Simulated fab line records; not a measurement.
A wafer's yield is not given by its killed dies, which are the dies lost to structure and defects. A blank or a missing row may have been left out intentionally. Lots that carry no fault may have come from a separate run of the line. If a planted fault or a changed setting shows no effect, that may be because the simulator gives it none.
Which tool was responsible? | flow n5 finfet | 72 wafers from 24 lots sampled at 6 of the route's 1938 steps

WHAT THE GAUGES SHOWED, per wafer
N5_BEOL_M7_OCD_MEAS_38.
lot  | measured     | on     | trench depth nm (nm)
L075 | day 9 01:52  | ocd-01 | 92.4 92.2 91.8
L074 | day 9 06:59  | ocd-01 | 94.7 92.3 94.7
L076 | day 9 18:19  | ocd-01 | 95.5 88.6 92.0
L077 | day 9 22:53  | ocd-01 | 93.0 92.9 96.9
L078 | day 10 02:08 | ocd-01 | 94.3 92.9 93.3
L080 | day 10 02:08 | ocd-02 | 93.9 96.8 95.1
L079 | day 10 02:25 | ocd-02 | 94.5 94.9 91.2
L081 | day 11 01:27 | ocd-02 | 96.7 92.8 94.6
L083 | day 11 04:45 | ocd-02 | 94.0 90.8 91.3
L082 | day 11 07:23 | ocd-02 | 94.5 97.2 93.5
L085 | day 11 13:42 | ocd-02 | 94.0 96.0 96.8
L084 | day 12 03:16 | ocd-01 | 92.2 94.4 91.2
L086 | day 12 03:27 | ocd-02 | 92.5 91.8 96.2
L087 | day 12 09:00 | ocd-02 | 94.0 96.7 92.2
L088 | day 13 04:46 | ocd-02 | 93.0 92.9 96.9
L089 | day 13 04:48 | ocd-01 | 96.1 89.8 90.0
L090 | day 13 16:09 | ocd-02 | 96.5 96.5 93.4
L091 | day 13 18:56 | ocd-02 | 92.3 93.7 93.4
L093 | day 13 22:09 | ocd-02 | 93.8 98.8 94.2
L094 | day 14 05:27 | ocd-01 | 95.2 95.5 92.4
L092 | day 14 07:48 | ocd-02 | 91.3 95.4 92.6
L095 | day 14 12:20 | ocd-02 | 93.2 90.4 92.1
L096 | day 14 15:59 | ocd-01 | 97.9 88.9 92.6
L097 | day 14 18:01 | ocd-02 | 93.1 93.7 89.1

N5_BEOL_M7_THK_MEAS_53: measures by xrf.
lot  | measured     | on            | M7_THK (nm)
L075 | day 9 06:29  | film metro-02 | 77.1 76.4 77.0
L074 | day 9 10:13  | film metro-02 | 80.1 74.4 78.4
L076 | day 9 20:19  | film metro-01 | 79.2 72.1 76.9
L077 | day 10 01:22 | film metro-01 | 77.8 78.2 81.0
L078 | day 10 05:52 | film metro-01 | 78.1 77.4 76.5
L080 | day 10 05:54 | film metro-01 | 77.7 81.3 80.6
L079 | day 10 07:42 | film metro-01 | 79.4 80.4 73.5
L081 | day 11 04:26 | film metro-01 | 80.8 79.2 79.1
L083 | day 11 06:58 | film metro-01 | 79.2 75.4 76.4
L082 | day 11 10:17 | film metro-02 | 81.3 83.3 76.6
L085 | day 11 15:59 | film metro-01 | 82.8 80.4 83.0
L084 | day 12 05:40 | film metro-02 | 77.0 81.2 75.9
L086 | day 12 05:26 | film metro-02 | 77.4 75.7 81.0
L087 | day 12 11:13 | film metro-02 | 79.3 81.6 77.0
L088 | day 13 07:16 | film metro-01 | 76.5 79.0 81.3
L089 | day 13 07:20 | film metro-01 | 80.5 75.5 74.8
L090 | day 13 18:49 | film metro-01 | 79.6 80.5 78.8
L091 | day 13 21:59 | film metro-02 | 78.3 79.4 78.4
L093 | day 14 00:32 | film metro-01 | 81.2 83.6 81.4
L094 | day 14 07:53 | film metro-02 | 80.5 79.8 80.0
L092 | day 14 11:36 | film metro-02 | 76.2 80.5 79.4
L095 | day 14 14:49 | film metro-02 | 76.9 73.3 77.2
L096 | day 14 18:35 | film metro-01 | 83.9 74.0 76.2
L097 | day 14 20:11 | film metro-01 | 80.4 79.3 74.4

N5_BEOL_M8_OVL_MEAS_12.
lot  | measured     | on         | M8_OVL (nm)
L075 | day 9 08:10  | overlay-01 | -0.6 0.8 0.4
L074 | day 9 15:44  | overlay-02 | 0.7 -0.3 -0.9
L076 | day 9 22:07  | overlay-02 | 0.5 -0.8 0.9
L077 | day 10 02:54 | overlay-02 | 0.3 0.1 -0.1
L078 | day 10 07:51 | overlay-01 | 0.2 0.1 0.5
L080 | day 10 08:12 | overlay-01 | 1.5 1.7 1.8
L079 | day 10 11:11 | overlay-01 | -0.5 0.0 -0.8
L081 | day 11 05:53 | overlay-02 | 0.8 1.3 -0.1
L083 | day 11 08:22 | overlay-02 | 0.6 -0.1 -0.4
L082 | day 11 12:02 | overlay-02 | -0.5 -0.5 0.8
L085 | day 11 18:31 | overlay-02 | 0.3 0.2 0.4
L084 | day 12 09:22 | overlay-02 | 1.5 1.6 1.8
L086 | day 12 09:12 | overlay-02 | -0.1 -0.1 -0.1
L087 | day 12 14:57 | overlay-02 | -0.8 0.1 0.2
L088 | day 13 10:13 | overlay-02 | -0.6 -0.6 -0.4
L089 | day 13 10:23 | overlay-01 | -0.5 -1.0 -0.9
L090 | day 13 20:43 | overlay-02 | -0.7 0.3 0.0
L091 | day 13 23:58 | overlay-01 | 1.1 0.7 0.6
L093 | day 14 02:35 | overlay-02 | 0.4 1.0 -0.5
L094 | day 14 10:04 | overlay-02 | 1.7 0.4 1.3
L092 | day 14 13:50 | overlay-02 | 0.3 0.7 0.4
L095 | day 14 16:41 | overlay-01 | -0.3 0.3 -0.2
L096 | day 14 20:37 | overlay-01 | -0.7 -0.4 -0.2
L097 | day 14 23:25 | overlay-02 | 0.6 -0.8 0.9

WHICH TOOL RAN EACH LOT (tool, then ch and the chambers of the sampled wafers, then the start)
lot  | N5_BEOL_M7_ETCH_72                 | N5_BEOL_M7_PRE_CLEAN_45      | N5_BEOL_M7_ALD_77
L075 | rie diel-05 ch 0,3, day 9 01:28    | pvd sputter-03, day 9 03:07  | ald metal-02 ch 0,1, day 9 03:19
L074 | rie diel-02 ch 0,2,3, day 9 06:35  | pvd sputter-02, day 9 08:08  | ald metal-03 ch 2,3, day 9 08:16
L076 | rie diel-02 ch 0,1,3, day 9 17:55  | pvd sputter-02, day 9 18:55  | ald metal-01 ch 0,2, day 9 18:59
L077 | rie diel-01 ch 1,2,3, day 9 22:29  | pvd sputter-03, day 9 23:38  | ald metal-01 ch 0,1,3, day 9 23:43
L078 | rie diel-05 ch 0,2,3, day 10 01:44 | pvd sputter-02, day 10 02:49 | ald metal-02 ch 0,1,2, day 10 02:52
L080 | rie diel-02 ch 2,3, day 10 01:44   | pvd sputter-03, day 10 02:44 | ald metal-01 ch 1,2,3, day 10 02:50
L079 | rie diel-01 ch 0,1,3, day 10 02:02 | pvd sputter-02, day 10 03:01 | ald metal-03 ch 1,2,3, day 10 03:05
L081 | rie diel-01 ch 0,1,2, day 11 01:03 | pvd sputter-01, day 11 02:03 | ald metal-01 ch 1,2,3, day 11 02:07
L083 | rie diel-01 ch 1,2, day 11 04:21   | pvd sputter-02, day 11 05:19 | ald metal-01 ch 0,1,3, day 11 05:23
L082 | rie diel-05 ch 0,1,2, day 11 06:59 | pvd sputter-01, day 11 08:03 | ald metal-02 ch 0,1,2, day 11 08:14
L085 | rie diel-01 ch 0,1,2, day 11 13:18 | pvd sputter-02, day 11 14:35 | ald metal-02 ch 0,1,2, day 11 14:38
L084 | rie diel-01 ch 1,2,3, day 12 02:53 | pvd sputter-03, day 12 04:08 | ald metal-03 ch 0,1,2, day 12 04:12
L086 | rie diel-05 ch 1,2,3, day 12 03:03 | pvd sputter-01, day 12 04:02 | ald metal-02 ch 0,2, day 12 04:05
L087 | rie diel-05 ch 0,1, day 12 08:36   | pvd sputter-03, day 12 09:35 | ald metal-02 ch 1,3, day 12 09:43
L088 | rie diel-05 ch 0,1,2, day 13 04:22 | pvd sputter-03, day 13 05:29 | ald metal-03 ch 0,2, day 13 05:34
L089 | rie diel-02 ch 1,2, day 13 04:25   | pvd sputter-03, day 13 05:34 | ald metal-01 ch 0,3, day 13 05:40
L090 | rie diel-01 ch 0,1,3, day 13 15:45 | pvd sputter-03, day 13 16:51 | ald metal-03 ch 0,1,2, day 13 16:55
L091 | rie diel-05 ch 0,2, day 13 18:32   | pvd sputter-02, day 13 19:59 | ald metal-01 ch 0,1,3, day 13 20:13
L093 | rie diel-05 ch 1,2, day 13 21:45   | pvd sputter-02, day 13 23:02 | ald metal-02 ch 0,3, day 13 23:11
L094 | rie diel-01 ch 0,1,2, day 14 05:03 | pvd sputter-03, day 14 06:12 | ald metal-02 ch 0,2,3, day 14 06:29
L092 | rie diel-01 ch 1,2,3, day 14 07:25 | pvd sputter-03, day 14 09:23 | ald metal-02 ch 1,2,3, day 14 09:38
L095 | rie diel-05 ch 2,3, day 14 11:56   | pvd sputter-03, day 14 13:20 | ald metal-03 ch 0,2,3, day 14 13:24
L096 | rie diel-02 ch 0,1,2, day 14 15:35 | pvd sputter-01, day 14 17:10 | ald metal-03 ch 1,2, day 14 17:14
L097 | rie diel-02 ch 0,1, day 14 17:38   | pvd sputter-01, day 14 18:40 | ald metal-01 ch 0,2,3, day 14 18:49
- N5_BEOL_M7_ETCH_72: etches underlayer in N2/H2, target depth 6.5 nm, time 5.2 s.
- N5_BEOL_M7_PRE_CLEAN_45: time 30 s.
- N5_BEOL_M7_ALD_77: deposits TaN, target thk 2 nm, pulse time 2 s, purge time 3 s.

WHAT THE TOOLS THEMSELVES READ (means of the sampled wafers that have a number; where no wafer has one, the mark that the record gives instead)
N5_BEOL_M7_ETCH_72.
lot  | tool        | drypump motor current A (A) | etch rf on time s (s) | oes product au (a.u.) | rf vpp V (V) | showerhead plenum p Torr (Torr) | throttle valve pct (%)
L075 | rie diel-05 | 5.9                         | 5.25                  | 0.63                  | 525.8        | 2.59                            | 17.97
L074 | rie diel-02 | 6.0                         | 5.09                  | 0.76                  | 525.9        | 2.66                            | 17.94
L076 | rie diel-02 | 6.1                         | 5.24                  | 0.67                  | 526.6        | 2.59                            | 17.97
L077 | rie diel-01 | 5.9                         | 5.18                  | 0.68                  | 522.7        | 2.52                            | 17.75
L078 | rie diel-05 | 5.8                         | 5.22                  | 0.66                  | 522.9        | 2.54                            | 17.92
L080 | rie diel-02 | 6.1                         | 4.99                  | 0.81                  | 526.6        | 2.64                            | 17.87
L079 | rie diel-01 | 6.1                         | 5.10                  | 0.69                  | 523.3        | 2.52                            | 17.75
L081 | rie diel-01 | 6.0                         | 5.01                  | 0.73                  | 524.7        | 2.58                            | 17.66
L083 | rie diel-01 | 5.8                         | 5.15                  | 0.72                  | 523.7        | 2.57                            | 17.66
L082 | rie diel-05 | 5.6                         | 5.04                  | 0.67                  | 521.9        | 2.49                            | 18.08
L085 | rie diel-01 | 5.9                         | 5.09                  | 0.72                  | 524.0        | 2.58                            | 17.65
L084 | rie diel-01 | 5.9                         | 5.23                  | 0.67                  | 521.9        | 2.51                            | 17.77
L086 | rie diel-05 | 5.8                         | 5.09                  | 0.66                  | 523.9        | 2.52                            | 18.03
L087 | rie diel-05 | 5.5                         | 5.18                  | 0.63                  | 522.7        | 2.50                            | 18.22
L088 | rie diel-05 | 5.6                         | 5.15                  | 0.65                  | 522.7        | 2.48                            | 18.10
L089 | rie diel-02 | 6.5                         | 5.27                  | 0.65                  | 524.2        | 2.60                            | 18.07
L090 | rie diel-01 | 6.1                         | 5.10                  | 0.67                  | 522.8        | 2.51                            | 17.77
L091 | rie diel-05 | 5.6                         | 5.18                  | 0.65                  | 523.0        | 2.50                            | 18.03
L093 | rie diel-05 | 5.6                         | 5.12                  | 0.69                  | 521.8        | 2.46                            | 17.97
L094 | rie diel-01 | 5.9                         | 5.09                  | 0.70                  | 524.5        | 2.57                            | 17.68
L092 | rie diel-01 | 5.9                         | 5.21                  | 0.65                  | 522.9        | 2.51                            | 17.78
L095 | rie diel-05 | 5.8                         | 5.16                  | 0.66                  | 522.7        | 2.51                            | 17.85
L096 | rie diel-02 | 6.1                         | 5.22                  | 0.64                  | 525.9        | 2.63                            | 18.09
L097 | rie diel-02 | 5.9                         | 5.33                  | 0.58                  | 523.9        | 2.59                            | 18.09

N5_BEOL_M7_PRE_CLEAN_45.
lot  | tool           | heater power w (W)
L075 | pvd sputter-03 | 310
L074 | pvd sputter-02 | 345
L076 | pvd sputter-02 | 350
L077 | pvd sputter-03 | 306
L078 | pvd sputter-02 | 366
L080 | pvd sputter-03 | 308
L079 | pvd sputter-02 | 366
L081 | pvd sputter-01 | 285
L083 | pvd sputter-02 | 339
L082 | pvd sputter-01 | 337
L085 | pvd sputter-02 | 353
L084 | pvd sputter-03 | 301
L086 | pvd sputter-01 | 284
L087 | pvd sputter-03 | 302
L088 | pvd sputter-03 | 291
L089 | pvd sputter-03 | 300
L090 | pvd sputter-03 | 302
L091 | pvd sputter-02 | 363
L093 | pvd sputter-02 | 338
L094 | pvd sputter-03 | 311
L092 | pvd sputter-03 | 304
L095 | pvd sputter-03 | 296
L096 | pvd sputter-01 | 288
L097 | pvd sputter-01 | 322

N5_BEOL_M7_ALD_77.
lot  | tool         | chamber pressure Torr (Torr) | heater power outer w (W) | heater power w (W)
L075 | ald metal-02 | 3.000                        | 202                      | 366
L074 | ald metal-03 | 3.001                        | 227                      | 434
L076 | ald metal-01 | 2.998                        | 240                      | 451
L077 | ald metal-01 | 2.996                        | 236                      | 438
L078 | ald metal-02 | 2.998                        | 205                      | 389
L080 | ald metal-01 | 3.006                        | 241                      | 425
L079 | ald metal-03 | 3.006                        | 212                      | 395
L081 | ald metal-01 | 3.002                        | 240                      | 427
L083 | ald metal-01 | 3.000                        | 238                      | 439
L082 | ald metal-02 | 3.002                        | 207                      | 394
L085 | ald metal-02 | 2.997                        | 208                      | 386
L084 | ald metal-03 | 3.003                        | 206                      | 389
L086 | ald metal-02 | 3.002                        | 204                      | 396
L087 | ald metal-02 | 3.002                        | 214                      | 376
L088 | ald metal-03 | 2.997                        | 217                      | 413
L089 | ald metal-01 | 3.005                        | 222                      | 429
L090 | ald metal-03 | 3.001                        | 207                      | 384
L091 | ald metal-01 | 2.999                        | 232                      | 440
L093 | ald metal-02 | 3.009                        | 205                      | 385
L094 | ald metal-02 | 2.999                        | 217                      | 397
L092 | ald metal-02 | 3.003                        | 219                      | 393
L095 | ald metal-03 | 2.999                        | 221                      | 425
L096 | ald metal-03 | 2.998                        | 200                      | 367
L097 | ald metal-01 | 2.996                        | 230                      | 443

THE ANSWER, worked out from the rows above alone
Rule: usual is defined by the lots themselves. Put in order of their means at a reading, lots are off if they are a third of the lots or fewer, leave a main group of 4 or more, and stand apart from it by a gap of 3 or more times the standard deviation of the main group's means; of several such gaps the widest counts. A main group is skipped when, at the precision printed for the reading in the tables above, its means are all equal. A lot without any number at a reading at which 4 lots or more have one is off too. All remaining lots with rows at the step are treated as sound. After the gauges, taken in route order, come the tools' own readings; for these a lot's mean is taken, as printed above. At the first step where some lot is off, the reading lying furthest off is the one used; lots without a number count as furthest.
None of the lots is off at any reading shown; this tells nothing.

WHAT HAD BEEN PUT IN BY THE SIMULATOR
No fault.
